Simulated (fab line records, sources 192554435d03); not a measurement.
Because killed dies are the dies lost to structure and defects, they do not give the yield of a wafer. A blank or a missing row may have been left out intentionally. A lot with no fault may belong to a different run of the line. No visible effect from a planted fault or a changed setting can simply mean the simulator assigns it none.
fab line records    flow n5_finfet
[record] lots = 11  wafers = 33  last_day = 20
route steps=1938 shown BEOL_M7@1305 PASSIVATION@1936
lots that met no fault: from a run of the same line without faults
start_h: hours from the record's opening day to when the first of the lot's shown wafers began    wait_h: how many hours have passed since the lot's step before this one    " unchanged from the row above    L1.1+2: a row that stands for several wafers    - either no value or no given start    * or withheld: withheld    < > ~ a bound
route shown NAME@n: names a module that has steps shown in the file, with the first one's number in the route    usual: mean and standard deviation over wafers with no fault    same: alike in all rows    chamber/n: place in a boat    sites: per-site readings    _std_site: standard deviation across them    _edge_site: the outer-site mean with the inner-site mean subtracted    radius_mm: for every site, how far away it sits from the centre of the wafer    mask NAME#n: copy n    behind: the last tool/chamber to shape the wafer    hold: the reason the lot was held/the length of the hold in hours/how it ended    device: the transistor (n, p or np) that didn't switch    end of line: the tests these same wafers got at the end of their route    a step with no rows: only its recipe    killed: count of dies lost to structure and defects at first sort (not the wafer's yield)    map: the dies of a wafer, with x for killed, . for not killed, _ for no die there
set.NAME: setting as actually run; set.NAME@STEP: the setting as run at that earlier step    model.NAME: the simulator's own value behind a step, which no gauge read
steps of the route over a sample of lots; a table a step, a row a wafer
services: a tool's chamber out of use, with start hour (start_h, from the record's first day; less than 0 if before it), hours out, and reason
[[steps]]
[step N5_BEOL_M7_VIA_ETCH_34]
[recipe] chemistry = C4F6/O2  target = SiCOH_lowk  target_depth_a = 1255  mask_material = SOC  taper_deg = 4  time_s = 50.5  ion_energy_ev = 250  pressure_mtorr = 30  source_w = 345  bias_w = 185  Ar_flow_sccm = 300  C4F6_flow_sccm = 10  O2_flow_sccm = 10
[usual] drypump_motor_current_A = 5.6/0.37  mfc_ar_sccm = 300.0/0.9  oes_product_au = 0.79/0.086  rf_vpp_V = 667/15  showerhead_plenum_p_Torr = 2.84/0.096  throttle_valve_pct = 20.9/0.3
lot.wafer  tool         chamber  start_h  wait_h  drypump_motor_current_A  mfc_ar_sccm  oes_product_au  rf_hours_counter_h  rf_vpp_V  showerhead_plenum_p_Torr  throttle_valve_pct
L812.2     rie_diel-05  0        223.31   0.0     5.3                      298.6        0.95            30                  681       3.00                      20.6
L812.4     "            2        "        "       5.5                      300.7        0.68            236                 651       2.81                      21.0
L812.6     "            0        "        "       5.4                      298.9        0.95            -                   684       3.00                      20.6
L813.3     rie_diel-05  2        225.28   0.0     5.5                      301.3        0.68            237                 650       2.81                      21.0
L813.4     "            3        "        "       5.0                      300.9        0.71            198                 636       2.75                      21.6
L813.6     "            0        "        "       5.3                      300.8        0.94            -                   683       3.00                      20.6
L814.1     rie_diel-06  3        233.75   0.0     6.4                      300.5        0.74            198                 663       2.71                      20.5
L814.2     "            1        "        "       5.6                      300.8        0.87            52                  668       2.77                      20.7
L814.4     "            0        "        "       5.2                      300.1        0.76            179                 658       2.82                      20.7
L810.2     rie_diel-01  0        243.22   0.0     5.2                      300.6        0.94            12                  674       2.95                      20.6
L810.3     "            3        "        "       5.6                      300.6        0.84            62                  683       2.99                      20.9
L810.4     "            0        "        "       5.2                      300.1        0.93            -                   673       2.95                      20.6
L818.2     rie_diel-05  1        252.73   0.0     5.6                      300.3        0.72            189                 673       2.82                      21.0
L818.3     "            2        "        "       5.5                      298.7        0.67            246                 651       2.80                      21.0
L818.6     "            2        "        "       5.5                      300.5        0.67            -                   651       2.80                      21.0
L816.1     rie_diel-01  3        252.87   0.0     5.5                      300.6        0.84            66                  684       2.99                      20.9
L816.4     "            0        "        "       5.2                      302.5        0.92            16                  675       2.95                      20.7
L816.6     "            2        "        "       5.7                      300.6        0.76            -                   660       2.86                      21.1
L819.3     rie_diel-06  3        295.44   0.0     6.4                      300.1        0.74            214                 663       2.71                      20.6
L819.5     "            2        "        "       5.9                      301.5        0.73            -                   683       2.71                      21.3
L819.6     "            3        "        "       6.4                      300.7        0.73            -                   664       2.71                      20.6
L821.2     rie_diel-06  0        303.36   0.0     5.1                      299.8        0.74            198                 659       2.81                      20.7
L821.4     "            0        "        "       5.2                      299.2        0.75            -                   657       2.81                      20.7
L821.5     "            3        "        "       6.4                      300.2        0.74            -                   664       2.71                      20.6
L823.3     rie_diel-06  0        313.34   0.0     5.2                      300.4        0.74            201                 659       2.81                      20.7
L823.4     "            3        "        "       6.4                      299.5        0.73            220                 664       2.71                      20.6
L823.6     "            0        "        "       5.1                      299.3        0.74            -                   658       2.81                      20.7
L832.1     rie_diel-06  2        377.57   0.0     5.9                      299.6        0.71            232                 681       2.70                      21.3
L832.3     "            1        "        "       5.7                      299.6        0.81            90                  670       2.75                      20.7
L832.5     "            1        "        "       5.6                      300.7        0.81            -                   669       2.75                      20.7
L831.1     rie_diel-01  3        388.10   0.0     5.5                      300.1        0.80            103                 684       2.97                      21.0
L831.3     "            1        "        "       5.5                      299.8        0.85            41                  686       2.87                      20.7
L831.6     "            3        "        "       5.6                      299.9        0.79            -                   683       2.97                      20.9
[step N5_BEOL_M7_ETCH_41]
[recipe] chemistry = CH3F/O2  target = SiCN  target_depth_a = 319  taper_deg = 2  time_s = 57.8  ion_energy_ev = 120  mask_material = TiN  pressure_mtorr = 30  source_w = 395  bias_w = 75  Ar_flow_sccm = 150  CH3F_flow_sccm = 30  O2_flow_sccm = 20
[usual] drypump_motor_current_A = 5.5/0.37  mfc_ar_sccm = 150.0/0.46  oes_product_au = 0.79/0.087  rf_vpp_V = 297.2/1.6  showerhead_plenum_p_Torr = 1.99/0.071  throttle_valve_pct = 16.31/0.28
lot.wafer  tool         chamber  start_h  wait_h  drypump_motor_current_A  mfc_ar_sccm  oes_product_au  rf_hours_counter_h  rf_vpp_V  showerhead_plenum_p_Torr  throttle_valve_pct
L812.2     rie_diel-05  0        -        -       5.4                      150.1        0.95            30                  299.8     2.11                      15.99
L812.4     "            2        "        "       5.5                      150.0        0.68            236                 297.1     1.97                      16.47
L812.6     "            0        "        "       5.4                      150.3        0.95            -                   300.5     2.11                      16.00
L813.3     rie_diel-05  2        -        -       5.5                      150.4        0.68            237                 296.1     1.97                      16.47
L813.4     "            3        "        "       5.0                      150.3        0.71            198                 295.4     1.93                      16.94
L813.6     "            0        "        "       5.3                      149.8        0.94            -                   298.5     2.11                      16.01
L814.1     rie_diel-06  3        -        -       6.4                      150.5        0.75            198                 295.9     1.90                      16.05
L814.2     "            1        "        "       5.7                      150.2        0.86            52                  297.3     1.94                      16.09
L814.4     "            0        "        "       5.1                      149.9        0.76            179                 297.9     1.98                      16.21
L810.2     rie_diel-01  0        -        -       5.2                      149.7        0.91            12                  299.7     2.07                      15.97
L810.3     "            3        "        "       5.5                      150.4        0.84            62                  300.3     2.11                      16.31
L810.4     "            0        "        "       5.2                      149.7        0.91            -                   298.0     2.07                      15.97
L818.2     rie_diel-05  1        -        -       5.6                      150.0        0.73            189                 297.9     1.99                      16.46
L818.3     "            2        "        "       5.5                      149.7        0.68            246                 296.1     1.97                      16.49
L818.6     "            2        "        "       5.5                      150.1        0.68            -                   296.4     1.97                      16.49
L816.1     rie_diel-01  3        -        -       5.5                      149.7        0.84            66                  300.6     2.11                      16.30
L816.4     "            0        "        "       5.2                      150.8        0.93            16                  298.6     2.07                      15.98
L816.6     "            2        "        "       5.7                      150.0        0.75            -                   296.2     2.01                      16.50
L819.3     rie_diel-06  3        -        -       6.4                      148.8        0.73            214                 297.1     1.90                      16.09
L819.5     "            2        "        "       6.0                      149.7        0.73            -                   295.6     1.90                      16.65
L819.6     "            3        "        "       6.4                      150.3        0.73            -                   296.1     1.90                      16.10
L821.2     rie_diel-06  0        -        -       5.2                      150.9        0.74            198                 297.4     1.97                      16.24
L821.4     "            0        "        "       5.1                      149.6        0.75            -                   295.6     1.97                      16.23
L821.5     "            3        "        "       6.4                      150.2        0.73            -                   296.0     1.90                      16.10
L823.3     rie_diel-06  0        -        -       5.2                      150.3        0.74            201                 296.8     1.97                      16.25
L823.4     "            3        "        "       6.4                      149.4        0.73            220                 293.8     1.89                      16.09
L823.6     "            0        "        "       5.1                      149.5        0.73            -                   296.3     1.97                      16.25
L832.1     rie_diel-06  2        -        -       6.0                      150.1        0.71            232                 295.3     1.89                      16.69
L832.3     "            1        "        "       5.7                      150.4        0.82            90                  296.2     1.93                      16.14
L832.5     "            1        "        "       5.6                      149.9        0.81            -                   295.9     1.93                      16.14
L831.1     rie_diel-01  3        -        -       5.5                      150.1        0.80            103                 298.2     2.09                      16.38
L831.3     "            1        "        "       5.5                      150.0        0.85            41                  298.4     2.02                      16.17
L831.6     "            3        "        "       5.6                      150.1        0.79            -                   298.9     2.09                      16.37
[step N5_BEOL_M7_SURFACE_TREAT_79]
[recipe] gas = Ar  time_s = *  ion_energy_ev = *  ion_current_ma_cm2 = 0.5  pressure_mtorr = *  ar_flow_sccm = 30
[usual] throttle_valve_pct = *
lot.wafer  tool            chamber  start_h  wait_h  throttle_valve_pct
L812.2     pvd_sputter-03  -        224.69   0.2     *
L812.4     "               -        "        "       *
L812.6     "               -        "        "       *
L813.3     pvd_sputter-01  -        228.10   0.2     *
L813.4     "               -        "        "       *
L813.6     "               -        "        "       *
L814.1     pvd_sputter-01  -        235.78   0.2     *
L814.2     "               -        "        "       *
L814.4     "               -        "        "       *
L810.2     pvd_sputter-01  -        244.80   0.2     *
L810.3     "               -        "        "       *
L810.4     "               -        "        "       *
L818.2     pvd_sputter-03  -        253.90   0.2     *
L818.3     "               -        "        "       *
L818.6     "               -        "        "       *
L816.1     pvd_sputter-03  -        254.20   0.3     *
L816.4     "               -        "        "       *
L816.6     "               -        "        "       *
L819.3     pvd_sputter-02  -        296.97   0.4     *
L819.5     "               -        "        "       *
L819.6     "               -        "        "       *
L821.2     pvd_sputter-03  -        304.59   0.2     *
L821.4     "               -        "        "       *
L821.5     "               -        "        "       *
L823.3     pvd_sputter-03  -        314.53   0.2     *
L823.4     "               -        "        "       *
L823.6     "               -        "        "       *
L832.1     pvd_sputter-03  -        380.89   1.2     *
L832.3     "               -        "        "       *
L832.5     "               -        "        "       *
L831.1     pvd_sputter-01  -        389.81   0.4     *
L831.3     "               -        "        "       *
L831.6     "               -        "        "       *
[step N5_BEOL_M7_CVD_78]
[recipe] material = Co  target_thk_a = 20  temp_c = withheld  precursor = CCTBA/H2  pressure_torr = 30  time_s = 142.3
[usual] run_length_s = 165.1/0.76
lot.wafer  tool       chamber  start_h  wait_h  run_length_s
L812.2     cvd_co-01  0        224.82   0.1     165.2
L812.4     "          0        "        "       165.1
L812.6     "          1        "        "       165.3
L813.3     cvd_co-01  2        228.16   0.0     164.1
L813.4     "          0        "        "       165.9
L813.6     "          1        "        "       165.4
L814.1     cvd_co-02  2        235.86   0.1     164.9
L814.2     "          0        "        "       165.8
L814.4     "          2        "        "       164.3
L810.2     cvd_co-01  2        244.93   0.1     163.8
L810.3     "          0        "        "       165.4
L810.4     "          1        "        "       165.7
L818.2     cvd_co-02  2        253.96   0.0     164.4
L818.3     "          0        "        "       165.6
L818.6     "          0        "        "       165.5
L816.1     cvd_co-02  1        254.26   0.0     166.5
L816.4     "          1        "        "       165.8
L816.6     "          2        "        "       164.2
L819.3     cvd_co-02  2        297.09   0.1     164.6
L819.5     "          0        "        "       165.8
L819.6     "          2        "        "       164.1
L821.2     cvd_co-01  2        304.65   0.0     164.0
L821.4     "          2        "        "       163.9
L821.5     "          0        "        "       165.3
L823.3     cvd_co-02  0        314.59   0.0     166.2
L823.4     "          1        "        "       166.2
L823.6     "          2        "        "       164.2
L832.1     cvd_co-01  0        381.00   0.1     167.6
L832.3     "          1        "        "       165.6
L832.5     "          0        "        "       167.7
L831.1     cvd_co-01  2        389.88   0.0     164.4
L831.3     "          0        "        "       168.1
L831.6     "          0        "        "       167.6
[step N5_PASSIVATION_PROBE_49]
[usual] defect_limited_yield = 91.2/1.5  killed_at_M0_to_M3 = 35/12  killed_at_M4_up = 14/5.1  killed_at_contacts = 13/6  killed_at_front_end = 38/12  killed_at_other = 4/3.5  killed_dies = 104/18  killed_open = 68/13  killed_short = 33/8.1  sort_bin_5_function = 5.2/1  sort_bin_6_memory = 3.2/0.69  sort_bin_8_speed = 0.01/0.051  sort_n_pass = 1076/18  sort_yield_pct = 91.2/1.5
[same] gross_dies = 1180  killed_at_back_side = 0  sort_bin_4_leakage[%] = 0
lot.wafer  tool       chamber  start_h  wait_h  defect_limited_yield[%]  killed_at_M0_to_M3  killed_at_M4_up  killed_at_contacts  killed_at_front_end  killed_at_other  killed_dies  killed_open  killed_short  sort_bin_5_function[%]  sort_bin_6_memory[%]  sort_bin_8_speed[%]  sort_n_pass  sort_yield_pct[%]
L813.3     prober-01  -        317.09   0.3     91.5                     47                  7                9                   36                   1                100          81           19            5.3                     3.1                   0                    1080         91.5
L813.4     prober-01  -        317.14   0.4     91.8                     43                  10               5                   38                   1                97           57           38            5.1                     2.7                   0                    1083         91.8
L813.6     prober-01  -        317.24   0.5     90.9                     28                  9                18                  50                   2                107          74           33            4.8                     4.0                   0                    1073         90.9
L823.3     prober-01  -        380.88   0.1     93.5                     16                  19               5                   36                   1                77           46           25            3.3                     2.8                   0                    1103         93.5
L823.4     prober-01  -        380.93   0.2     91.9                     24                  13               6                   47                   5                95           50           37            4.7                     2.6                   0                    1085         91.9
L823.6     prober-01  -        381.03   0.3     91.2                     34                  14               8                   46                   2                104          66           38            5.3                     3.4                   0                    1076         91.2
L832.1     prober-02  -        461.33   0.0     91.1                     38                  17               22                  28                   0                105          69           32            6.4                     2.4                   0                    1075         91.1
L832.3     prober-02  -        461.43   0.1     89.9                     26                  17               28                  47                   1                119          77           31            5.3                     3.6                   0                    1061         89.9
L832.5     prober-02  -        461.53   0.2     90.7                     39                  12               23                  34                   2                110          77           26            5.1                     3.6                   0                    1070         90.7
L831.1     prober-02  -        468.82   0.0     93.0                     29                  16               8                   29                   1                83           58           24            4.4                     2.5                   0                    1097         93.0
L831.3     prober-02  -        468.92   0.1     92.9                     36                  25               5                   16                   2                84           64           20            4.2                     2.7                   0                    1096         92.9
L831.6     prober-02  -        469.07   0.3     91.2                     46                  15               7                   36                   0                104          64           34            4.8                     3.1                   0.08                 1076         91.2
// killed by level:class
L813.3 BEOL_M3:geometric_particle:open=17 BEOL_M1:geometric_particle:open=11 FIN_SAQP:geometric_particle:open=9 STI_FIN_REVEAL:geometric_particle:open=9 BEOL_M2:geometric_particle:open=7 FIN_SAQP:geometric_particle:short=6 DUMMY_GATE:geometric_particle:open=6 MOL_CONTACT_COAG:geometric_particle:open=6
L813.4 BEOL_M0_SAQP:geometric_particle:open=14 BEOL_M0_SAQP:geometric_particle:short=13 DUMMY_GATE:geometric_particle:open=8 DUMMY_GATE:geometric_particle:short=5 MOL_CONTACT_COAG:geometric_particle:open=5 FIN_SAQP:geometric_particle:short=4 STI_FIN_REVEAL:geometric_particle:open=4 GATE_CUT:geometric_particle:short=4
L813.6 FIN_SAQP:geometric_particle:open=17 MOL_CONTACT_COAG:geometric_particle:open=13 STI_FIN_REVEAL:geometric_particle:open=12 BEOL_M0_SAQP:geometric_particle:short=8 FIN_SAQP:geometric_particle:short=6 BEOL_M2:geometric_particle:open=5 MOL_CONTACT_COAG:geometric_particle:short=5 BEOL_M3:geometric_particle:open=5
L823.3 BEOL_M4:geometric_particle:open=10 FIN_SAQP:geometric_particle:open=6 GATE_CUT:geometric_particle:short=6 FIN_SAQP:geometric_particle:short=5 STI_FIN_REVEAL:geometric_particle:open=5 BEOL_M1:geometric_particle:open=4 BEOL_M2:geometric_particle:open=4 GATE_CUT:geometric_particle:open=3
L823.4 STI_FIN_REVEAL:geometric_particle:open=11 FIN_SAQP:geometric_particle:short=8 DUMMY_GATE:geometric_particle:open=6 MOL_CONTACT_COAG:geometric_particle:open=6 BEOL_M0_SAQP:geometric_particle:short=6 BEOL_M3:geometric_particle:open=5 STARTING-WAFER:geometric_particle:short=5 FIN_SAQP:geometric_particle:open=4
L823.6 STI_FIN_REVEAL:geometric_particle:open=12 FIN_SAQP:geometric_particle:open=8 FIN_SAQP:geometric_particle:short=8 BEOL_M0_SAQP:geometric_particle:open=8 MOL_CONTACT_COAG:geometric_particle:open=7 BEOL_M3:geometric_particle:open=7 BEOL_M4:geometric_particle:open=7 STARTING-WAFER:geometric_particle:short=6
L832.1 MOL_CONTACT_COAG:geometric_particle:open=20 BEOL_M0_SAQP:geometric_particle:open=10 BEOL_M4:geometric_particle:open=8 BEOL_M2:geometric_particle:open=7 BEOL_M0:geometric_particle:short=6 BEOL_M0_SAQP:geometric_particle:short=5 BEOL_M5:geometric_particle:open=5 STI_FIN_REVEAL:geometric_particle:open=4
L832.3 MOL_CONTACT_COAG:geometric_particle:open=24 STI_FIN_REVEAL:geometric_particle:open=16 HKMG_FIN:area_etch=9 BEOL_M4:geometric_particle:open=7 BEOL_M0_SAQP:geometric_particle:short=5 BEOL_M3:geometric_particle:open=5 GATE_CUT:geometric_particle:short=4 MOL_CONTACT_COAG:geometric_particle:short=4
L832.5 MOL_CONTACT_COAG:geometric_particle:open=18 BEOL_M0_SAQP:geometric_particle:open=11 BEOL_M3:geometric_particle:open=7 BEOL_M1:geometric_particle:open=7 STI_FIN_REVEAL:geometric_particle:open=6 BEOL_M4:geometric_particle:open=6 HKMG_FIN:area_etch=6 STARTING-WAFER:geometric_particle:short=5
L831.1 FIN_SAQP:geometric_particle:open=8 STI_FIN_REVEAL:geometric_particle:open=7 MOL_CONTACT_COAG:geometric_particle:open=7 BEOL_M0_SAQP:geometric_particle:open=6 FIN_SAQP:geometric_particle:short=5 BEOL_M3:geometric_particle:open=5 BEOL_M2:geometric_particle:open=4 BEOL_M4:geometric_particle:open=4
L831.3 BEOL_M0_SAQP:geometric_particle:open=9 BEOL_M4:geometric_particle:open=8 BEOL_M2:geometric_particle:open=7 BEOL_M5:geometric_particle:open=6 BEOL_M3:geometric_particle:open=5 BEOL_M0_SAQP:geometric_particle:short=5 FIN_SAQP:geometric_particle:open=4 MOL_CONTACT_COAG:geometric_particle:open=4
L831.6 BEOL_M0_SAQP:geometric_particle:open=9 BEOL_M1:geometric_particle:open=9 GATE_CUT:geometric_particle:short=7 MOL_CONTACT_COAG:geometric_particle:open=7 DUMMY_GATE:geometric_particle:open=6 BEOL_M2:geometric_particle:open=6 BEOL_M3:geometric_particle:open=6 BEOL_M4:geometric_particle:open=6
[[services]]
tool            chamber  start_h  hours  kind
rie_diel-06     3        221.81   4.5    repair
rie_diel-01     1        228.89   -      clean
rie_diel-01     1        228.89   -      consumable_replace:focus_ring
rie_diel-01     1        228.89   18.5   scheduled_down
rie_diel-01     1        228.89   18.5   vent_cycle
cvd_co-02       1        229.99   3.3    repair
rie_diel-01     2        245.04   7.4    repair
rie_diel-06     3        253.95   6.9    repair
rie_diel-05     2        269.89   -      clean
rie_diel-05     2        269.89   -      consumable_replace:focus_ring
rie_diel-06     -        285.04   0.6    repair
cvd_co-01       -        288.06   0.6    repair
pvd_sputter-01  -        292.47   20.0   repair
cvd_co-01       -        293.96   6.3    repair
rie_diel-06     2        302.75   5.4    repair
rie_diel-06     -        327.61   1.9    repair
pvd_sputter-03  -        330.45   9.5    repair
rie_diel-06     3        331.79   18.0   repair
pvd_sputter-01  -        332.53   0.6    repair
rie_diel-06     1        344.77   6.9    repair
cvd_co-02       -        358.17   6.9    pm
pvd_sputter-02  -        364.81   6.2    repair
cvd_co-02       -        371.45   2.1    repair
rie_diel-05     0        376.44   12.7   repair
[[key]]
[first_sign] step = N5_BEOL_M7_CVD_78  reading = run_length_s  direction = up  sigmas = 3.4  usual = *  struck = *
effect none on later readings
met_at N5_BEOL_M7_CVD_78
struck_lots L831,L832
struck_wafers L831.3,L831.6,L832.1,L832.5
not_acting_at N5_BEOL_M7_VIA_ETCH_34,N5_BEOL_M7_ETCH_41,N5_BEOL_M7_SURFACE_TREAT_79
onset_between 304.65 381.00
[fault] kind = process_parameter_drift  tool = cvd_co-01  chamber = 0  onset_h = 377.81  steps = N5_BEOL_M7_CVD_78  channel = time_s  offset = *  shape = step  end_h = 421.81  acts_in = *  stated = *
